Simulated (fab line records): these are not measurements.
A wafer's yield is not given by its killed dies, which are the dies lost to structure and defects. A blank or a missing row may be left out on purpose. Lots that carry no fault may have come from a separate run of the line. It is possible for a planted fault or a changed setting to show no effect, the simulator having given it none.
A lot that was struck, set against a sound lot	flow n5-finfet	26 out of 1938 route steps
Sound: the wafers L727.1, L727.3, L727.6. Wafers L721.1, L721.5 were the ones struck. The cause comes at the end.
Each step with rows lists, per side, the tool, then ch with its chambers, then its first start. Under that, the readings that differ: sound wafers	struck wafers	difference of the means	sigmas: that difference in standard deviations of wafers without a fault.
alike: readings whose means differ by less than 2 such deviations, and words and numbers that are the same on both sides. not compared: withheld readings, readings that some wafer has no value for, bounds like >300 that may hide the same value, and numbers for which the record gives no deviation and whose values overlap.
A row with sigmas, a row that says differs or no value, or rows on one side alone: a step with any of these is where the two part. Numbers that have no deviation but don't overlap get no sigmas and don't part them. A reading missing from all wafers of one side parts the sides only when that side holds two or more wafers.

first, 11 steps without rows for these wafers: N5_BEOL_M4_DESCUM_16 (chemistry O2, time 7 s); N5_BEOL_M4_ETCH_74 (etches underlayer in N2/H2, target depth 6.5 nm, time 5.2 s); N5_BEOL_M4_ETCH_63 (etches SiARC in CF4, target depth 15.6 nm, time 26 s); N5_BEOL_M4_ETCH_64 (etches SOC in N2/H2, target depth 75 nm, overetch 22.5 nm, time 121.9 s); N5_BEOL_M4_STRIP_65 (strips in N2/H2); N5_BEOL_M4_STRIP_75 (strips in N2/H2); N5_BEOL_M4_STRIP_66 (strips in CF4); N5_BEOL_M4_HM_OPEN_17 (chemistry Cl2/BCl3, target TiN, target depth 20 nm, overetch 6 nm); N5_BEOL_M4_STRIP_19 (strips in O2); N5_BEOL_M4_COAT_67 (time 60 s, resist thk 60 nm); N5_BEOL_M4_COAT_68 (time 60 s, resist thk 12 nm).
N5_BEOL_M4_COAT_76: time 60 s, resist thk 5 nm.
  sound on litho-track-01 ch 0, day 12 18:49; struck on litho-track-03 ch 0, day 10 23:35
reading	sound	struck	difference	sigmas
spin-speed-rpm (rpm)	1501.3 1500.9 1499.5	1304.4 1303.4	-196.7	-99 or more
model.underlayer_of_BEOL_M4_COAT_76.thk-nm (nm)	5 5 5	5.4 5.4	+0.4	
  alike: heater-power-total-W
then, 7 steps without rows for these wafers: N5_BEOL_M4_COAT_22 (resist thk 30 nm); N5_BEOL_M4_EBR_24; N5_BEOL_M4_SOFTBAKE_23 (time 60 s); N5_BEOL_M4_EXPOSE_25 (exposes mask V3, defocus 5 nm); N5_BEOL_M4_PEB_26 (peb time 60 s); N5_BEOL_M4_DEVELOP_27 (develop time 30 s); N5_BEOL_M4_DESCUM_33 (chemistry O2, time 7 s).
N5_BEOL_M4_ETCH_77: etches underlayer in N2/H2, target depth 6.5 nm, time 5.2 s.
  sound on rie-diel-03 ch 0,2, day 12 19:34; struck on rie-diel-01 ch 0, day 11 00:10
reading	sound	struck	difference	sigmas
model.CAR-EUV_of_BEOL_M4_COAT_22.thk-nm (nm)	20.4 20.6 20.4	20 19.8	-1	
model.etch.depth-nm (nm)	5.008 5.011 5.001	5.38 5.38	+0.37	
  alike: drypump-motor-current-A, etch-rf-on-time-s, h2-flow-sccm, oes-product-au, rf-fwd-power-W, rf-vpp-V, showerhead-plenum-p-Torr, throttle-valve-pct
  not compared: rf-hours-counter-h
then, 2 steps without rows for these wafers: N5_BEOL_M4_ETCH_69 (etches SiARC in CF4, target depth 15.6 nm, time 26 s); N5_BEOL_M4_ALD_98 (deposits SiO2, target thk 2.5 nm, pulse time 1 s, co reactant pulse time 1 s).
N5_BEOL_M4_ETCHBACK_99: etches SiO2 in CHF3, target depth 5 nm, time 10.4 s.
  sound on rie-diel-01 ch 0,2,3, day 12 22:35; struck on rie-diel-01 ch 3, day 11 09:47
reading	sound	struck	difference	sigmas
model.CAR-EUV_of_BEOL_M4_COAT_22.thk-nm (nm)	10.4 10.6 10.4	10 9.8	-1	
  alike: drypump-motor-current-A, oes-product-au, rf-fwd-power-W, rf-vpp-V, showerhead-plenum-p-Torr, throttle-valve-pct
  not compared: rf-hours-counter-h
then, 1 step without rows for these wafers: N5_BEOL_M4_ETCH_70 (etches SOC in N2/H2, target depth 80 nm, overetch 24 nm, time 130 s).
N5_BEOL_M4_RC_MEAS_101:
  sound on prober-01 ch 0, day 13 03:11; struck on prober-01 ch 0, day 11 14:19
  alike: DIBL_N, DIBL_P, IOFF_N, IOFF_P, ION_N, ION_P, SS_N, SS_P, VT_N, VT_P
-- record jumps: 4 days separate the struck wafers' starts on either side; left off in module BEOL_M4, taken up again in module PASSIVATION, whose first shown step is the route's number 1936 --
N5_PASSIVATION_PROBE_49:
  sound on prober-01, day 17 16:21; struck on prober-01, day 15 14:20
  alike: defect-limited-yield, killed_at_M0_to_M3, killed_at_M4_up, killed-at-contacts, killed-at-front-end, killed-at-other, killed-dies, killed-open, killed-short, sort_bin_5_function, sort_bin_6_memory, sort_bin_8_speed, sort-n-pass, sort-yield-pct

== WHERE THEY PART ==
N5_BEOL_M4_COAT_76 only, going by this record. Later steps at which nothing parts them and some readings are alike: N5_BEOL_M4_ETCH_77, N5_BEOL_M4_ETCHBACK_99, N5_BEOL_M4_RC_MEAS_101, N5_PASSIVATION_PROBE_49.

WHY: the cause the simulator had injected
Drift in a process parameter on litho-track-03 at N5_BEOL_M4_COAT_76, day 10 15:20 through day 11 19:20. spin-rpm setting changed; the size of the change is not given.
